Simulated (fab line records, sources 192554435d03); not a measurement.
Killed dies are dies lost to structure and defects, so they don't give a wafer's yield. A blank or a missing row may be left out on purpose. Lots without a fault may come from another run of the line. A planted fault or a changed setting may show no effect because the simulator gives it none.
fab line records | flow n5_finfet
record lots=10 wafers=28 last_day=17
route steps=1938 shown FIN_SAQP@99 PASSIVATION@1936
lots that met no fault: from a run of the same line without faults
start_h: hours from the record's first day to the start of the lot's first wafer shown | wait_h: hours since the lot's step before | " the same as in the row above | L1.1+2: a row that stands for several wafers | - no value, or no start given | * or withheld: withheld | < > ~ a bound
route shown NAME@n: a module of which the file shows steps, and the number in the route of the first | usual: mean/standard deviation of fault-free wafers | same: alike in all rows | chamber/n: place in a boat | sites: the reading at each site | _std_site: their standard deviation | _edge_site: outer sites' mean less inner sites' | radius_mm: how far each site lies from the wafer's centre | mask NAME#n: copy n | behind: the tool/chamber that last shaped the wafer | hold: why the lot was held/for how many hours/how that ended | device: the transistor (n, p or np) that didn't switch | end of line: the same wafers' tests at the end of the route | a step without rows: its recipe alone | killed: dies lost to structure and defects at the first sort, not the wafer's yield | map: a wafer's dies, x killed, . not, _ none there
set.NAME: the setting as run; set.NAME@STEP: as run at that earlier step | model.NAME: the simulator's own value behind a step, which no gauge read
steps of the route over a sample of lots; a table a step, a row a wafer
services: from which hour (start_h, from the record's first day; less than 0 if before it) a tool's chamber was out of use, for how many hours, and why
## steps
# step N5_FIN_SAQP_PECVD_48
# recipe material=SiNx target_thk_a=250 temp_c=400 precursor=SiH4/NH3/N2 pressure_torr=1.5 rf_w=300 time_s=22.1
# usual chamber_pressure_Torr=1.500/0.0031 heater_power_w=797/140 showerhead_plenum_p_Torr=5.16/0.048 showerhead_vpp_V=1027/34 throttle_valve_pct=39.4/2
# columns lot.wafer tool chamber start_h wait_h chamber_pressure_Torr heater_power_w showerhead_plenum_p_Torr showerhead_vpp_V throttle_valve_pct
L389.3 pecvd-01 0 63.45 0.0 1.494 829 5.13 1041 40.4
L389.4 " 1 " " 1.502 987 5.11 1047 41.5
L389.5 " 2 " " 1.496 613 5.16 1004 38.1
L391.2 pecvd-01 2 76.25 0.0 1.501 636 5.17 993 38.1
L391.4 " 2 " " 1.498 651 5.18 994 38.3
L391.6 " 0 " " 1.505 793 5.15 1025 40.4
L392.1 pecvd-01 0 81.32 0.0 1.500 796 5.13 1043 40.2
L392.2 " 2 " " 1.502 653 5.16 992 38.1
L392.6 " 1 " " 1.502 847 5.11 1053 41.4
L395.1 pecvd-01 2 102.46 0.0 1.497 622 5.17 995 38.4
L395.6 " 1 " " 1.502 981 5.11 1079 41.3
L398.3 pecvd-01 0 118.87 0.0 1.492 822 5.13 1040 40.4
L398.6 " 2 " " 1.504 624 5.17 998 38.3
L399.1 pecvd-03 0 123.07 0.0 1.501 672 5.24 1031 38.8
L399.4 " 0 " " 1.499 696 5.24 1007 39.0
L399.5 " 2 " " 1.501 933 5.15 998 38.1
L402.1 pecvd-03 2 141.52 0.0 1.499 870 5.14 981 37.8
L402.2 " 1 " " 1.500 958 5.09 1033 41.8
L402.6 " 2 " " 1.506 863 5.15 979 37.8
L403.3 pecvd-03 0 148.98 0.0 1.503 684 5.25 1010 38.9
L403.5 " 0 " " 1.494 690 5.24 1002 38.8
L403.6 " 2 " " 1.502 850 5.14 995 37.9
L404.1 pecvd-02 1 152.66 0.0 1.498 729 5.16 1030 40.9
L404.4 " 1 " " 1.496 744 5.16 1047 41.3
L404.6 " 0 " " 1.498 621 5.23 990 40.0
L405.1 pecvd-02 1 162.57 0.0 1.500 757 5.15 1034 41.3
L405.2 " 0 " " 1.499 674 5.25 998 39.8
L405.3 " 2 " " 1.503 868 5.15 1076 35.1
# step N5_FIN_SAQP_OVL_MEAS_17
# recipe points_per_wafer=44
# usual FIN_CORE_OVL=-0.3/0.84
# columns lot.wafer tool chamber start_h wait_h FIN_CORE_OVL[nm]
L389.3 overlay-02 0 63.97 0.0 -0.2
L389.4 " 0 " " -0.1
L389.5 " 0 " " -1.8
L391.2 overlay-02 0 76.95 0.0 -1.8
L391.4 " 0 " " -0.5
L391.6 " 0 " " -1.0
L392.1 overlay-01 0 81.85 0.0 -1.1
L392.2 " 0 " " -0.8
L392.6 " 0 " " -0.8
L395.1 overlay-02 0 103.22 0.0 -0.5
L395.6 " 0 " " -0.4
L398.3 overlay-01 0 119.53 0.0 1.1
L398.6 " 0 " " 0.7
L399.1 overlay-02 0 123.74 0.0 -0.4
L399.4 " 0 " " -0.3
L399.5 " 0 " " -1.0
L402.1 overlay-01 0 142.17 0.0 -0.2
L402.2 " 0 " " -0.9
L402.6 " 0 " " 1.2
L403.3 overlay-02 0 149.51 0.0 -1.1
L403.5 " 0 " " -1.2
L403.6 " 0 " " -1.1
L404.1 overlay-01 0 153.31 0.0 -0.7
L404.4 " 0 " " -0.9
L404.6 " 0 " " -0.6
L405.1 overlay-01 0 163.22 0.0 -1.1
L405.2 " 0 " " 0.2
L405.3 " 0 " " -0.6
# step N5_FIN_SAQP_HM_OPEN_73
# recipe chemistry=CHF3/O2 target=SiO2 stop_on=a-Si target_depth_a=120 over_etch_frac=1.8 mask_material=SOC time_s=16.8 pressure_mtorr=30 source_w=650 bias_w=170 Ar_flow_sccm=200 CHF3_flow_sccm=50 O2_flow_sccm=5 ion_energy_ev=200 ends=end_point
# usual CHF3_flow_sccm=50.00/0.15 O2_flow_sccm=5.000/0.014 drypump_motor_current_A=5.9/0.46 oes_product_au=0.45/0.041 rf_vpp_V=519/9.9 showerhead_plenum_p_Torr=2.40/0.074 throttle_valve_pct=18.73/0.22
# columns lot.wafer tool chamber start_h wait_h CHF3_flow_sccm O2_flow_sccm drypump_motor_current_A oes_product_au rf_hours_counter_h rf_vpp_V showerhead_plenum_p_Torr throttle_valve_pct
L389.3 rie_diel-05 2 64.23 0.0 49.71 5.002 6.0 0.43 204 516 2.29 18.89
L389.4 " 1 " " 49.86 4.987 5.0 0.45 155 510 2.41 18.58
L389.5 " 2 " " 49.77 4.986 6.0 0.43 - 518 2.29 18.89
L391.2 rie_diel-03 3 77.36 0.0 50.10 4.991 5.5 0.58 5 528 2.39 18.80
L391.4 " 2 " " 49.85 5.007 6.0 0.44 190 527 2.50 19.34
L391.6 " 3 " " 50.22 4.962 5.5 0.57 - 528 2.39 18.79
L392.1 rie_diel-04 0 82.21 0.0 49.79 5.016 6.6 0.43 183 533 2.50 18.60
L392.2 " 1 " " 49.91 4.985 6.1 0.43 192 521 2.48 18.54
L392.6 " 0 " " 49.89 5.026 6.6 0.43 - 532 2.50 18.60
L395.1 rie_diel-05 2 103.89 0.0 50.18 5.004 5.9 0.42 220 517 2.28 18.92
L395.6 " 2 " " 50.06 5.013 5.9 0.43 - 515 2.28 18.89
L398.3 rie_diel-03 1 119.78 0.0 50.00 4.991 6.6 0.53 36 518 2.37 18.50
L398.6 " 3 " " 49.92 4.973 5.5 0.56 - 528 2.38 18.82
L399.1 rie_diel-04 3 123.99 0.0 50.30 5.013 6.1 0.49 96 537 2.34 18.59
L399.4 " 0 " " 50.01 5.011 6.6 0.43 200 531 2.49 18.60
L399.5 " 0 " " 50.06 5.001 6.6 0.42 - 532 2.49 18.63
L402.1 rie_diel-04 1 142.43 0.0 50.04 5.020 6.0 0.42 213 523 2.47 18.59
L402.2 " 2 " " 49.81 5.022 6.4 0.43 197 513 2.38 19.04
L402.6 " 1 " " 49.94 5.004 6.1 0.42 - 521 2.47 18.58
L403.3 rie_diel-05 1 150.05 0.0 49.81 5.007 5.0 0.44 184 508 2.40 18.62
L403.5 " 0 " " 50.04 4.988 5.9 0.42 - 507 2.27 18.66
L403.6 " 1 " " 49.76 4.991 5.0 0.44 - 509 2.40 18.64
L404.1 rie_diel-03 1 153.57 0.0 50.06 5.015 6.6 0.52 49 518 2.36 18.50
L404.4 " 0 " " 49.96 5.012 5.4 0.43 179 520 2.40 18.85
L404.6 " 2 " " 49.85 4.983 6.0 0.44 - 525 2.49 19.37
L405.1 rie_diel-04 3 163.47 0.0 49.93 5.000 6.0 0.49 112 538 2.34 18.60
L405.2 " 2 " " 50.06 4.989 6.3 0.42 206 515 2.37 19.04
L405.3 " 1 " " 50.23 5.005 6.1 0.42 222 522 2.47 18.60
# step N5_FIN_SAQP_MANDREL_ETCH_22
# recipe target_depth_a=600 chemistry=HBr/Cl2 target=a-Si stop_on=SiNx bt_time_s=10 over_etch_frac=0.5 time_s=30 pressure_mtorr=10 icp_w=800 bias_w=75 HBr_flow_sccm=150 Cl2_flow_sccm=80 ends=end_point
# usual drypump_motor_current_A=5.8/0.48 mfc_cl2_sccm=79.98/0.23 oes_product_au=0.771/0.014 throttle_valve_pct=35.33/0.3
# columns lot.wafer tool chamber start_h wait_h drypump_motor_current_A mfc_cl2_sccm oes_product_au rf_hours_counter_h throttle_valve_pct
L389.3 rie_si-06 0 64.31 0.0 5.2 80.04 0.765 167 35.47
L389.4 " 2 " " 5.5 79.91 0.766 31 35.63
L389.5 " 1 " " 6.1 80.26 0.789 - 35.14
L391.2 rie_si-06 1 77.44 0.0 6.1 80.18 0.780 59 35.16
L391.4 " 2 " " 5.5 79.88 0.768 31 35.64
L391.6 " 0 " " 5.2 79.96 0.773 - 35.46
L392.1 rie_si-05 3 82.29 0.0 5.2 79.65 0.769 6 35.26
L392.2 " 0 " " 6.4 80.04 0.761 111 35.38
L392.6 " 3 " " 5.1 79.99 0.775 - 35.27
L395.1 rie_si-06 3 103.98 0.0 6.1 79.91 0.753 52 35.60
L395.6 " 1 " " 6.1 80.03 0.801 - 35.14
L398.3 rie_si-01 3 119.87 0.0 5.8 79.84 0.763 1 35.56
L398.6 " 1 " " 5.8 79.43 0.758 - 34.44
L399.1 rie_si-06 2 124.08 0.0 5.5 79.72 0.766 32 35.62
L399.4 " 0 " " 5.2 80.14 0.779 168 35.44
L399.5 " 1 " " 6.1 79.99 0.808 - 35.13
L402.1 rie_si-06 3 142.51 0.0 6.1 80.15 0.767 53 35.57
L402.2 " 2 " " 5.5 80.10 0.770 33 35.67
L402.6 " 1 " " 6.1 80.10 0.819 - 35.10
L403.3 rie_si-06 0 150.13 0.0 5.2 80.06 0.771 169 35.47
L403.5 " 1 " " 6.0 79.71 0.788 - 35.14
L403.6 " 0 " " 5.2 79.89 0.795 - 35.42
L404.1 rie_si-01 1 153.65 0.0 5.8 79.98 0.747 68 34.46
L404.4 " 0 " " 6.1 80.37 0.759 171 35.67
L404.6 " 2 " " 6.6 79.82 0.772 - 35.24
L405.1 rie_si-05 0 163.56 0.0 6.4 79.65 0.767 112 35.39
L405.2 " 1 " " 5.0 79.71 0.778 60 35.29
L405.3 " 2 " " 6.4 79.96 0.752 94 35.34
# step N5_FIN_SAQP_ETCH_57
# recipe chemistry=CH3F/O2 target=SiNx mask_material=SiO2 target_depth_a=325 time_s=46.4 pressure_mtorr=30 source_w=395 bias_w=73 Ar_flow_sccm=150 CH3F_flow_sccm=30 O2_flow_sccm=20 ion_energy_ev=120 ends=cleared
# usual O2_flow_sccm=20.00/0.055 drypump_motor_current_A=5.9/0.47 etch_rf_on_time_s=46.6/1 oes_product_au=0.64/0.066 rf_vpp_V=294/5.3 showerhead_plenum_p_Torr=1.99/0.067 throttle_valve_pct=16.25/0.21
# columns lot.wafer tool chamber start_h wait_h O2_flow_sccm drypump_motor_current_A etch_rf_on_time_s oes_product_au rf_hours_counter_h rf_vpp_V showerhead_plenum_p_Torr throttle_valve_pct
L389.3 rie_diel-05 2 66.32 0.1 19.99 6.0 46.8 0.61 205 293 1.89 16.42
L389.4 " 0 " " 20.02 5.9 45.9 0.60 201 289 1.89 16.18
L389.5 " 0 " " 20.08 5.9 46.6 0.60 - 289 1.89 16.16
L391.2 rie_diel-05 3 79.49 0.1 19.94 6.1 46.3 0.62 197 286 2.07 16.13
L391.4 " 2 " " 20.04 5.9 47.3 0.60 210 293 1.89 16.45
L391.6 " 0 " " 19.95 5.9 48.0 0.60 - 288 1.89 16.19
L392.1 rie_diel-04 1 84.81 0.0 20.12 6.1 46.0 0.61 193 295 2.06 16.12
L392.2 " 2 " " 20.02 6.3 47.1 0.61 176 292 1.98 16.50
L392.6 " 3 " " 20.02 6.1 46.6 0.72 - 306 1.95 16.05
L395.1 rie_diel-05 1 105.89 0.0 20.00 5.0 53.3 0.62 170 289 2.00 16.15
L395.6 " 2 " " 20.00 6.0 46.6 0.59 - 293 1.89 16.44
L398.3 rie_diel-04 2 121.70 0.0 20.09 6.3 54.4 0.61 189 290 1.97 16.53
L398.6 " 0 " " 20.05 6.6 48.2 0.60 - 303 2.07 16.14
L399.1 rie_diel-04 2 125.94 0.1 19.98 6.3 46.1 0.61 191 293 1.97 16.54
L399.4 " 1 " " 19.98 6.1 46.3 0.60 207 296 2.06 16.15
L399.5 " 0 " " 20.04 6.6 47.3 0.60 - 302 2.07 16.14
L402.1 rie_diel-05 0 144.43 0.0 20.08 5.8 46.9 0.58 226 289 1.88 16.23
L402.2 " 2 " " 20.08 5.9 46.9 0.58 231 293 1.89 16.47
L402.6 " 1 " " 19.86 5.0 47.1 0.61 - 290 1.99 16.18
L403.3 rie_diel-05 0 152.15 0.1 19.92 5.8 47.6 0.58 230 288 1.88 16.23
L403.5 " 3 " " 19.99 6.1 47.2 0.60 - 290 2.06 16.19
L403.6 " 0 " " 19.94 5.8 47.6 0.58 - 287 1.88 16.25
L404.1 rie_diel-04 3 155.42 0.0 20.03 6.1 45.9 0.70 108 304 1.94 16.11
L404.4 " 1 " " 20.02 6.1 45.8 0.60 - 296 2.06 16.18
L404.6 " 3 " " 20.01 6.1 46.6 0.69 - 304 1.94 16.12
L405.1 rie_diel-05 1 165.74 0.0 20.01 5.0 47.5 0.61 190 290 1.99 16.20
L405.2 " 3 " " 20.00 6.2 47.6 0.60 226 287 2.06 16.19
L405.3 " 0 " " 20.07 5.9 46.4 0.59 235 289 1.88 16.23
# step N5_PASSIVATION_PROBE_49
# usual killed_at_M0_to_M3=34/11 killed_at_M4_up=14/5.7 killed_at_contacts=14/6.9 killed_at_front_end=40/11 killed_at_other=4/3.1 killed_dies=105/17 killed_open=70/13 killed_short=34/7.6
# same gross_dies=1180 killed_at_back_side=0
# columns lot.wafer tool chamber start_h wait_h killed_at_M0_to_M3 killed_at_M4_up killed_at_contacts killed_at_front_end killed_at_other killed_dies killed_open killed_short
L389.3 prober-01 - 313.49 0.1 32 14 18 39 2 105 70 31
L389.5 prober-01 - 313.59 0.2 22 19 9 41 7 98 55 39
L395.1 prober-01 - 348.40 0.2 30 11 9 31 0 81 55 26
L395.6 prober-01 - 348.65 0.5 25 22 11 19 0 77 56 21
L403.3 prober-01 - 411.07 0.1 29 7 15 38 5 94 58 34
L403.5 prober-01 - 411.17 0.2 32 5 19 47 5 108 72 35
L403.6 prober-01 - 411.22 0.3 34 9 36 45 7 131 100 31
# killed by level:class
L389.3 MOL_CONTACT_COAG:geometric_particle:open=13 BEOL_M0_SAQP:geometric_particle:short=8 FIN_SAQP:geometric_particle:open=7 BEOL_M3:geometric_particle:open=6 DUMMY_GATE:geometric_particle:open=5 ILD0:geometric_particle:open=5 STI_FIN_REVEAL:geometric_particle:open=4 BEOL_M0_SAQP:geometric_particle:open=4
L389.5 FIN_SAQP:geometric_particle:open=10 GATE_CUT:geometric_particle:open=8 GATE_CUT:geometric_particle:short=7 MOL_CONTACT_COAG:geometric_particle:open=6 BEOL_M4:geometric_particle:open=6 BEOL_M0_SAQP:geometric_particle:short=5 FIN_SAQP:geometric_particle:short=4 STI_FIN_REVEAL:geometric_particle:open=3
L395.1 STI_FIN_REVEAL:geometric_particle:open=12 BEOL_M3:geometric_particle:open=9 BEOL_M0_SAQP:geometric_particle:short=7 MOL_CONTACT_COAG:geometric_particle:open=6 BEOL_M0_SAQP:geometric_particle:open=4 BEOL_M0:geometric_particle:open=4 BEOL_M4:geometric_particle:open=4 STI_FIN_REVEAL:geometric_particle:short=3
L395.6 BEOL_M0_SAQP:geometric_particle:open=8 STI_FIN_REVEAL:geometric_particle:open=6 MOL_CONTACT_COAG:geometric_particle:open=6 BEOL_M5:geometric_particle:open=6 MOL_CONTACT_COAG:geometric_particle:short=5 BEOL_M0_SAQP:geometric_particle:short=5 BEOL_M4:geometric_particle:open=5 BEOL_M6:geometric_particle:open=5
L403.3 MOL_CONTACT_COAG:geometric_particle:open=13 BEOL_M0_SAQP:geometric_particle:short=10 BEOL_M0_SAQP:geometric_particle:open=9 GATE_CUT:geometric_particle:short=8 STI_FIN_REVEAL:geometric_particle:open=8 STARTING-WAFER:geometric_particle:open=5 DUMMY_GATE:geometric_particle:open=4 BEOL_M2:geometric_particle:open=4
L403.5 MOL_CONTACT_COAG:geometric_particle:open=17 STI_FIN_REVEAL:geometric_particle:open=15 BEOL_M0_SAQP:geometric_particle:short=10 BEOL_M0_SAQP:geometric_particle:open=8 STI_FIN_REVEAL:geometric_particle:short=6 GATE_CUT:geometric_particle:short=6 FIN_SAQP:geometric_particle:open=5 BEOL_M3:geometric_particle:open=5
L403.6 MOL_CONTACT_COAG:geometric_particle:open=33 BEOL_M1:geometric_particle:open=14 STI_FIN_REVEAL:geometric_particle:open=12 FIN_SAQP:geometric_particle:open=10 BEOL_M0_SAQP:geometric_particle:open=8 BEOL_M0_SAQP:geometric_particle:short=6 FIN_SAQP:geometric_particle:short=4 GATE_CUT:geometric_particle:short=4
## services
# columns tool chamber start_h hours kind
pecvd-01 0 39.57 5.5 scheduled_down
rie_diel-03 3 42.17 - clean
rie_diel-03 3 42.17 - consumable_replace:focus_ring
rie_diel-03 3 42.17 19.3 scheduled_down
rie_diel-03 3 42.17 19.3 vent_cycle
pecvd-01 2 45.03 2.1 scheduled_down
pecvd-02 2 66.01 7.8 repair
pecvd-01 1 73.08 5.5 scheduled_down
pecvd-01 0 78.76 2.1 scheduled_down
rie_diel-03 - 95.44 6.3 repair
pecvd-03 1 98.79 5.5 scheduled_down
pecvd-01 0 99.99 13.4 repair
rie_diel-04 1 111.29 4.4 repair
rie_si-05 - 127.91 2.8 pm
pecvd-02 0 128.09 4.4 repair
rie_si-06 3 128.35 1.9 repair
rie_diel-04 0 137.60 42.6 repair
rie_si-06 - 154.13 28.1 pm
## key
first_sign step=N5_FIN_SAQP_ETCH_57 reading=etch_rf_on_time_s direction=up sigmas=7.1 usual=* struck=*
effect none on later readings
met_at N5_FIN_SAQP_PECVD_48
struck_lots L395,L398
struck_wafers L395.1,L398.3
tester_left_out L395,L398
not_acting_at N5_FIN_SAQP_OVL_MEAS_17,N5_FIN_SAQP_HM_OPEN_73,N5_FIN_SAQP_MANDREL_ETCH_22
onset_between 81.32 102.46
fault kind=process_parameter_drift tool=pecvd-01 chamber=- onset_h=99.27 steps=N5_FIN_SAQP_PECVD_48 channel=time_s offset=* shape=step end_h=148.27 scope=struck_wafers_only acts_in=* stated=*
# tester_left_out: of these lots the tester's yield and bins aren't shown, on N5 and GAA mostly nor the transistor test; their killed dies are dies lost to structure and defects alone, not to doping, threshold or leakage, so they don't give the yield
